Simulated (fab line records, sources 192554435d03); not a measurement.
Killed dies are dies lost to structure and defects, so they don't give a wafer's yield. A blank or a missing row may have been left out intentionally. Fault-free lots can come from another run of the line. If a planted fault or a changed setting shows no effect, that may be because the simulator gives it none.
Problem report in the 8D (eight disciplines) form, filled by code | flow n5_finfet | the parts of the form that need people (team, actions taken, sign-off) are left out

== 1. THE ISSUE ==
Mean of run_length_s at N5_BEOL_M10_VIA_ETCH_34: 106.2 s across 3 wafers in 3 lots; on wafers with no fault it is 92.2 s (standard deviation 0.54). Measured from the usual mean, that is +26 standard deviations.
The step: etches SiCOH lowk in C4F6/O2, target depth 184.5 nm, time 69.2 s.
Earliest sighting: wafer L451.4 on rie_diel-01 at day 13 00:50. The record holds 18 wafers of 7 lots with a number at this step. By rule, "out" or "out of limits" means more than 4 standard deviations away from the usual mean. Any other wafer with a number is counted as sound.

== 2. WHAT THIS IS AND IS NOT ==
question                    | is                     | is not
which readings at this step | run_length_s           | drypump_motor_current_A, oes_o_777_au, oes_product_au, rf_vpp_V, showerhead_plenum_p_Torr, throttle_valve_pct
which lots                  | L450, L451, L454       | L444, L448, L460, L465
which wafers of those lots  | L450.6, L451.4, L454.6 | L450.3, L451.1, L454.3
read on which tools         | rie_diel-01            | rie_diel-03, rie_diel-04
when                        | from day 13 00:50      | up to then (7 sound wafers); but 8 sound wafers of L450, L454, L460, L465 came after

== 3. WHAT RULES OUT EACH SUSPECT ==
Counting: a tool at a process step up to the reading stays a suspect if it ran every lot that is out. Sound lots after the first of them don't rule it out here, since some wafers of a struck lot are sound.
- rie_diel-01 at N5_BEOL_M10_DESCUM_33 (chemistry O2, time 7.9 s): kept. It ran every lot that is out, first L451 (day 13 00:38); its last sound lot up to then is L448 (day 12 00:34).
- rie_diel-01 at N5_BEOL_M10_ETCH_65 (etches SiARC in CF4, target depth 39 nm, time 65 s): kept. It ran every lot that is out, first L451 (day 13 00:40); its last sound lot up to then is L448 (day 12 00:36).
- rie_diel-01 at N5_BEOL_M10_ETCH_66 (etches SOC in N2/H2, target depth 120 nm, overetch 24 nm, time 180 s): kept. It ran every lot that is out, first L451 (day 13 00:43); its last sound lot up to then is L448 (day 12 00:39).
- rie_diel-01 at N5_BEOL_M10_VIA_ETCH_34 (etches SiCOH lowk in C4F6/O2, target depth 184.5 nm, time 69.2 s): kept. It ran every lot that is out, first L451 (day 13 00:50); its last sound lot up to then is L448 (day 12 00:46). Out on those wafers are its own readings of run_length_s.
Left after counting: rie_diel-01 at N5_BEOL_M10_DESCUM_33, rie_diel-01 at N5_BEOL_M10_ETCH_65, rie_diel-01 at N5_BEOL_M10_ETCH_66, rie_diel-01 at N5_BEOL_M10_VIA_ETCH_34.

== 4. THE CAUSE (what the simulator had put in) ==
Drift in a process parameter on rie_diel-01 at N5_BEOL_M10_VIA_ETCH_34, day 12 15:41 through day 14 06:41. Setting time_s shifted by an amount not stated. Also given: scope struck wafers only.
4 suspects survive the count, and this tool is in that group.

== 5. SEQUENCE OF EFFECTS, ordered by route ==
Each row: a reading where the mean over the struck wafers with a number is more than 3 standard deviations away from the usual. Only readings whose record carries a usual standard deviation are examined. hours: median over the lots of the time between each lot's start at the first step of this table that gives one and its start at this step. sigmas: the change, counted in usual standard deviations.
hours | step                    | reading      | usual  | on struck wafers | change | sigmas
0     | N5_BEOL_M10_VIA_ETCH_34 | run_length_s | 92.2 s | 106.2            | +14.0  | +26
The process steps in it:
- N5_BEOL_M10_VIA_ETCH_34: etches SiCOH lowk in C4F6/O2, target depth 184.5 nm, time 69.2 s.

== 6. WHAT WOULD HAVE CAUGHT IT SOONER ==
First out-of-limits reading in this record: day 13 00:50, which is 9 hours after fault onset at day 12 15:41.
